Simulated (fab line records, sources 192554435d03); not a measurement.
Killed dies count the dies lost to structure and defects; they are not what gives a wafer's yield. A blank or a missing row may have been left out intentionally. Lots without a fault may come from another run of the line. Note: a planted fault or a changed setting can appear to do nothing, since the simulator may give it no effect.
fab line records    flow n5-finfet
record: lots: 10  wafers: 30  last-day: 18
route steps=1938 shown ILD0@335 SDB@347 BEOL_M4@1111
lots with no fault: from the same line, run without faults
start-h: hours from the record's opening day to when the first of the lot's shown wafers began    wait-h: how many hours have passed since the lot's step before this one    " same as the row above    L1.1+2: one row covering several wafers at once    - no value present, or no start provided    * or withheld: withheld    < > ~ a bound
route shown NAME@n: names a module that has steps shown in the file, with the first one's number in the route    usual: mean and standard deviation over wafers with no fault    same: alike in all rows    chamber/n: place in a boat    sites: each site's reading    _std_site: standard deviation across them    _edge_site: inner sites' mean taken away from outer sites' mean    radius-mm: how far each site lies from the wafer's centre    mask NAME#n: copy n    behind: the last tool/chamber to shape the wafer    hold: reason for holding the lot/hours on hold/outcome of the hold    device: the n, p or np transistor that did not switch    end of line: tests run on the same wafers once the route is complete    a step given without rows: its recipe and nothing more    killed: at the first sort, the dies lost to defects and structure; wafer yield is something else    map: the dies of a wafer, with x for killed, . for not killed, _ for no die there
set.NAME: the setting that was run; set.NAME@STEP: the one run at that earlier step    model.NAME: the simulator's own value behind a step, which no gauge read
route steps across a sampled set of lots; one table per step, one row per wafer
services: from which hour (start-h, from the record's first day; less than 0 if before it) a tool's chamber was out of use, for how many hours, and why
== steps ==
step: N5_ILD0_LINER_00
recipe: material: SiNx  target-thk-a: 40  temp-c: 400  ald-precursor-family: SiH2I2  ald-co-reactant: N2/H2-plasma  pulse-time-s: 1  purge-time-s: 2  co-reactant-purge-time-s: 2  ald-cycles: 80  pressure-torr: 2
usual: chamber-pressure-Torr: 2.000/0.0044  heater-power-w: 829/85  precursor-pulse-height-rel: 1.001/0.018
lot.wafer  tool        chamber  start-h  wait-h  chamber-pressure-Torr  heater-power-w  precursor-pulse-height-rel
L891.1     ald-sin-04  0        63.54    0.0     2.000                  777             1.015
L891.4     "           2        "        "       2.002                  880             1.000
L891.6     "           1        "        "       1.995                  891             1.006
L893.3     ald-sin-03  3        70.90    0.1     2.003                  754             1.003
L893.4     "           0        "        "       2.002                  865             0.984
L893.6     "           3        "        "       2.005                  762             0.991
L894.3     ald-sin-04  0        78.61    0.0     2.000                  765             1.019
L894.4     "           3        "        "       1.995                  984             0.998
L894.6     "           2        "        "       1.997                  872             1.019
L896.1     ald-sin-03  2        88.07    0.2     2.004                  918             0.985
L896.2     "           3        "        "       2.002                  782             1.014
L896.4     "           1        "        "       2.003                  685             0.995
L901.3     ald-sin-03  1        121.64   0.2     1.998                  710             1.016
L901.5     "           3        "        "       1.999                  790             0.978
L901.6     "           0        "        "       1.998                  871             0.998
L903.1     ald-sin-03  2        131.31   1.1     1.998                  903             1.025
L903.3     "           0        "        "       1.996                  874             1.005
L903.5     "           1        "        "       2.000                  678             0.983
L906.4     ald-sin-04  3        149.83   0.0     2.005                  966             1.039
L906.5     "           3        "        "       2.005                  976             1.011
L906.6     "           0        "        "       1.991                  715             1.009
L907.1     ald-sin-02  2        157.15   0.0     2.003                  789             0.999
L907.3     "           1        "        "       2.010                  853             1.061
L907.5     "           1        "        "       2.007                  834             1.006
L910.2     ald-sin-04  3        174.84   0.2     2.004                  951             0.991
L910.5     "           1        "        "       1.995                  882             1.008
L910.6     "           0        "        "       2.000                  713             1.007
L914.1     ald-sin-04  1        200.85   0.0     2.007                  881             1.001
L914.5     "           3        "        "       2.005                  963             1.013
L914.6     "           1        "        "       1.998                  907             1.021
step: N5_ILD0_CMP_07
recipe: stop-on: poly-Si  material: SiO2_flowable  t-overpolish-s: 1.18  post-cmp-clean: alkaline-brush  down-force-psi: 4.1491  platen-rpm: 51.796  pad-velocity-m-s: 1.0306  target-thk-nm: 138.88
usual: head-pressure-psi: 4.150/0.0093  motor-current-A: 11.3/1.4
lot.wafer  tool    chamber  start-h  wait-h  head-pressure-psi  motor-current-A
L891.1     cmp-03  0        66.26    0.1     4.144              10.8
L891.4     "       1        "        "       4.155              10.3
L891.6     "       0        "        "       4.152              9.7
L893.4     cmp-02  2        73.59    0.0     4.136              9.4
L893.3     "       0        "        "       4.137              12.5
L893.6     "       3        "        "       4.153              10.2
L894.4     cmp-03  3        81.38    0.1     4.137              13.1
L894.3     "       0        "        "       4.162              10.0
L894.6     "       2        "        "       4.161              10.8
L896.1     cmp-03  2        90.77    0.0     4.159              10.9
L896.2     "       3        "        "       4.154              12.8
L896.4     "       0        "        "       4.151              10.2
L901.3     cmp-03  3        124.37   0.1     4.146              13.2
L901.5     "       2        "        "       4.145              11.2
L901.6     "       3        "        "       4.134              11.7
L903.3     cmp-01  2        134.03   0.0     4.139              13.1
L903.1     "       0        "        "       4.165              15.6
L903.5     "       3        "        "       4.157              12.0
L906.4     cmp-03  1        152.52   0.0     4.141              9.7
L906.6     "       1        "        "       4.159              10.3
L906.5     "       2        "        "       4.152              11.2
L907.3     cmp-03  3        159.84   0.0     4.142              13.1
L907.1     "       1        "        "       4.161              10.2
L907.5     "       0        "        "       4.137              10.6
L910.2     cmp-03  2        177.98   0.3     4.149              10.9
L910.5     "       3        "        "       4.149              12.7
L910.6     "       0        "        "       4.152              11.0
L914.1     cmp-01  1        203.66   0.1     4.160              12.8
L914.5     "       2        "        "       4.149              12.4
L914.6     "       3        "        "       4.139              11.8
step: N5_SDB_HM_DEP_00
recipe: material: SiNx  target-thk-a: 400  temp-c: 400  precursor: SiH4/NH3/N2  pressure-torr: 1.5  rf-w: 300  time-s: 35.3
usual: chamber-pressure-Torr: 1.500/0.0032  heater-power-w: 711/110  showerhead-plenum-p-Torr: 5.17/0.06  showerhead-vpp-V: 1112/62  throttle-valve-pct: 38.8/1.5
lot.wafer  tool      chamber  start-h  wait-h  chamber-pressure-Torr  heater-power-w  showerhead-plenum-p-Torr  showerhead-vpp-V  throttle-valve-pct
L891.1     pecvd-04  2        70.01    0.0     1.494                  763             5.13                      1134              37.5
L891.4     "         1        "        "       1.506                  695             5.18                      1063              37.3
L891.6     "         2        "        "       1.499                  794             5.12                      1118              37.5
L893.3     pecvd-04  1        77.16    0.0     1.498                  633             5.17                      1078              37.1
L893.4     "         2        "        "       1.497                  803             5.13                      1123              37.6
L893.6     "         1        "        "       1.502                  625             5.18                      1067              37.1
L894.3     pecvd-04  2        84.87    0.0     1.498                  802             5.13                      1126              37.6
L894.4     "         0        "        "       1.499                  574             5.26                      1210              40.6
L894.6     "         1        "        "       1.500                  624             5.17                      1054              37.3
L896.1     pecvd-04  1        94.34    0.0     1.502                  675             5.18                      1063              37.4
L896.2     "         2        "        "       1.501                  738             5.14                      1125              37.9
L896.4     "         2        "        "       1.497                  747             5.12                      1117              37.7
L901.3     pecvd-04  0        127.90   0.0     1.499                  622             5.25                      1221              40.7
L901.5     "         0        "        "       1.501                  624             5.24                      1206              40.6
L901.6     "         1        "        "       1.504                  643             5.16                      1066              37.2
L903.1     pecvd-01  2        137.60   0.0     1.497                  856             5.19                      1043              42.2
L903.3     "         1        "        "       1.505                  632             5.07                      1029              39.1
L903.5     "         1        "        "       1.502                  651             5.07                      1009              38.8
L906.4     pecvd-04  0        156.11   0.1     1.495                  636             5.25                      1213              40.9
L906.5     "         1        "        "       1.498                  706             5.18                      1060              37.2
L906.6     "         2        "        "       1.502                  764             5.15                      1138              38.1
L907.1     pecvd-04  1        163.89   0.0     1.498                  714             5.18                      1053              37.1
L907.3     "         2        "        "       1.499                  736             5.14                      1122              38.2
L907.5     "         2        "        "       1.499                  731             5.12                      1123              37.8
L910.2     pecvd-04  0        181.43   0.0     1.495                  542             5.27                      1207              40.7
L910.5     "         0        "        "       1.495                  549             5.25                      1206              40.6
L910.6     "         1        "        "       1.508                  692             5.18                      1063              37.3
L914.1     pecvd-04  0        207.11   0.0     1.500                  615             5.26                      1185              40.8
L914.5     "         1        "        "       1.504                  623             5.18                      1055              37.3
L914.6     "         2        "        "       1.499                  713             5.13                      1115              38.3
step: N5_SDB_COAT_03
recipe: resist: SOC  temp-c: 250  time-s: 60  spin-rpm: 1500  resist-thk-nm: 100
usual: heater-power-total-W: 500.5/1.8  plate-temp-C: 250.00/0.18
lot.wafer  tool            chamber  start-h  wait-h  heater-power-total-W  plate-temp-C
L891.1     litho-track-03  0        70.10    0.1     502.2                 250.11
L891.4     "               0        "        "       498.3                 250.28
L891.6     "               0        "        "       499.6                 250.15
L893.3     litho-track-03  0        77.24    0.1     501.1                 249.88
L893.4     "               0        "        "       497.7                 250.07
L893.6     "               0        "        "       499.3                 250.07
L894.3     litho-track-04  0        84.95    0.1     502.9                 249.76
L894.4     "               0        "        "       503.2                 249.76
L894.6     "               0        "        "       497.6                 249.95
L896.1     litho-track-04  0        94.42    0.1     497.8                 249.90
L896.2     "               0        "        "       497.8                 249.98
L896.4     "               0        "        "       498.5                 250.04
L901.3     litho-track-04  0        127.98   0.1     497.4                 250.32
L901.5     "               0        "        "       500.6                 250.04
L901.6     "               0        "        "       501.8                 249.98
L903.1     litho-track-04  0        137.69   0.1     500.7                 249.58
L903.3     "               0        "        "       499.3                 249.65
L903.5     "               0        "        "       501.4                 249.88
L906.4     litho-track-04  0        156.17   0.0     851.8                 269.76
L906.5     "               0        "        "       852.0                 269.80
L906.6     "               0        "        "       850.9                 269.70
L907.1     litho-track-05  0        163.97   0.1     502.6                 250.11
L907.3     "               0        "        "       498.1                 249.95
L907.5     "               0        "        "       501.3                 249.72
L910.2     litho-track-04  0        181.52   0.1     850.0                 269.99
L910.5     "               0        "        "       852.6                 270.14
L910.6     "               0        "        "       852.9                 270.04
L914.1     litho-track-05  0        207.19   0.1     498.3                 249.89
L914.5     "               0        "        "       498.3                 250.07
L914.6     "               0        "        "       497.5                 250.17
step: N5_BEOL_M4_RC_MEAS_101
usual: DIBL_N: 36.3/2  DIBL_P: 36.3/2.4  IOFF_N: 0.16/0.034  IOFF_P: 0.21/0.035  ION_N: 672/12  ION_P: 459/6.5  SS_N: 71.6/0.67  SS_P: 73.3/0.71  VT_N: 250/3.5  VT_P: -251/3
lot.wafer  tool       chamber  start-h  wait-h  DIBL_N[mV/V]  DIBL_P[mV/V]  IOFF_N[nA/um]  IOFF_P[nA/um]  ION_N[uA/um]  ION_P[uA/um]  SS_N[mV/dec]  SS_P[mV/dec]  VT_N[mV]  VT_P[mV]
L891.1     prober-02  0        168.43   0.0     35.2          33.4          0.12           0.18           658           453           71.4          72.0          252       -254
L891.4     "          0        "        "       37.8          36.8          0.17           0.23           676           464           71.9          73.4          248       -248
L891.6     "          0        "        "       35.8          34.4          0.14           0.19           672           459           71.5          72.6          252       -250
L893.3     prober-02  0        175.68   0.3     32.6          31.7          0.10           0.15           651           456           70.0          72.0          259       -256
L893.4     "          0        "        "       32.3          31.6          0.10           0.15           653           453           69.8          71.8          256       -253
L893.6     "          0        "        "       32.3          31.5          0.10           0.15           664           456           70.1          72.1          257       -254
L894.3     prober-02  0        184.97   0.3     35.0          34.4          0.14           0.18           666           453           71.1          73.2          249       -254
L894.4     "          0        "        "       33.2          31.5          0.10           0.13           647           440           70.8          72.8          256       -256
L894.6     "          0        "        "       33.3          32.3          0.11           0.15           650           452           70.9          72.7          256       -253
L896.1     prober-02  0        197.18   0.0     35.9          34.6          0.14           0.17           657           444           71.6          73.7          255       -256
L896.2     "          0        "        "       39.3          38.7          0.22           0.23           689           463           73.1          74.5          247       -251
L896.4     "          0        "        "       35.9          34.3          0.15           0.16           672           452           72.0          73.3          251       -256
L903.1     prober-02  0        260.12   0.0     37.1          36.1          0.15           0.19           667           455           71.9          72.6          250       -252
L903.3     "          0        "        "       38.7          37.1          0.16           0.20           661           450           72.4          73.5          250       -251
L903.5     "          0        "        "       39.6          38.6          0.18           0.23           677           460           71.6          73.8          249       -248
L901.3     prober-02  0        261.43   0.3     38.4          39.9          0.19           0.26           689           467           71.9          74.1          247       -250
L901.5     "          0        "        "       37.1          37.6          0.17           0.24           673           465           71.4          73.6          251       -246
L901.6     "          0        "        "       35.5          36.4          0.14           0.20           669           459           70.8          73.8          251       -249
L906.4     prober-01  0        286.85   0.5     33.0          33.7          0.12           0.18           658           457           71.0          72.3          253       -250
L906.5     "          0        "        "       36.1          36.9          0.17           0.23           656           454           71.5          73.2          250       -248
L906.6     "          0        "        "       35.6          36.2          0.15           0.22           669           455           71.2          73.1          250       -251
L907.1     prober-02  0        302.96   0.0     36.1          37.3          0.15           0.22           661           462           71.3          73.1          249       -248
L907.3     "          0        "        "       36.9          37.7          0.16           0.22           669           469           70.7          72.8          249       -245
L907.5     "          0        "        "       36.7          38.0          0.16           0.22           684           474           72.0          73.5          249       -248
L910.2     prober-02  0        308.36   0.2     36.9          37.5          0.17           0.21           678           459           71.0          73.6          248       -251
L910.5     "          0        "        "       34.1          33.3          0.12           0.14           659           448           70.7          72.5          255       -256
L910.6     "          0        "        "       39.1          39.4          0.21           0.23           682           458           72.3          73.4          246       -251
L914.1     prober-01  0        326.38   0.0     36.8          37.1          0.19           0.22           680           459           71.8          73.0          248       -249
L914.5     "          0        "        "       37.2          37.9          0.20           0.24           679           459           72.0          73.4          246       -248
L914.6     "          0        "        "       36.1          36.1          0.18           0.21           684           462           72.0          72.6          245       -251
== services ==
tool        chamber  start-h  hours  kind
ald-sin-02  -        42.76    0.5    repair
cmp-02      -        54.58    0.5    repair
cmp-02      -        59.10    0.5    repair
cmp-03      -        78.30    0.3    repair
ald-sin-04  -        86.66    14.0   pm
cmp-03      -        91.87    5.3    pm
ald-sin-02  0        110.53   4.8    repair
ald-sin-04  0        119.66   9.7    repair
pecvd-01    -        124.48   5.5    pm
ald-sin-02  0        141.93   1.6    repair
ald-sin-04  0        144.09   3.0    repair
cmp-01      -        146.36   4.0    pm
cmp-03      -        147.29   3.1    repair
cmp-02      -        156.03   16.5   pm
pecvd-04    -        172.67   5.6    repair
cmp-01      -        173.90   7.2    repair
ald-sin-03  -        177.52   14.0   pm
ald-sin-02  -        183.50   0.2    repair
cmp-03      -        184.75   1.7    repair
cmp-01      -        187.32   1.9    repair
pecvd-01    -        190.66   14.6   pm
cmp-03      -        191.84   4.0    pm
ald-sin-04  0        197.08   28.9   repair
cmp-03      -        205.24   4.4    pm
== key ==
first-sign: step: N5_SDB_COAT_03  reading: heater-power-total-W  direction: up  sigmas: 99+  usual: *  struck: *
effect: step: N5_SDB_COAT_03  reading: plate-temp-C  direction: up  sigmas: 99+  usual: *  struck: *
met-at N5_SDB_COAT_03
struck-lots L906,L910
not-acting-at N5_ILD0_LINER_00,N5_ILD0_CMP_07,N5_SDB_HM_DEP_00
onset-between 137.69 156.17
fault: kind: process-parameter-drift  tool: litho-track-04  chamber: -  onset-h: 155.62  steps: N5_SDB_COAT_03  channel: temp-c  offset: *  shape: step  end-h: 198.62  acts-in: *  stated: *
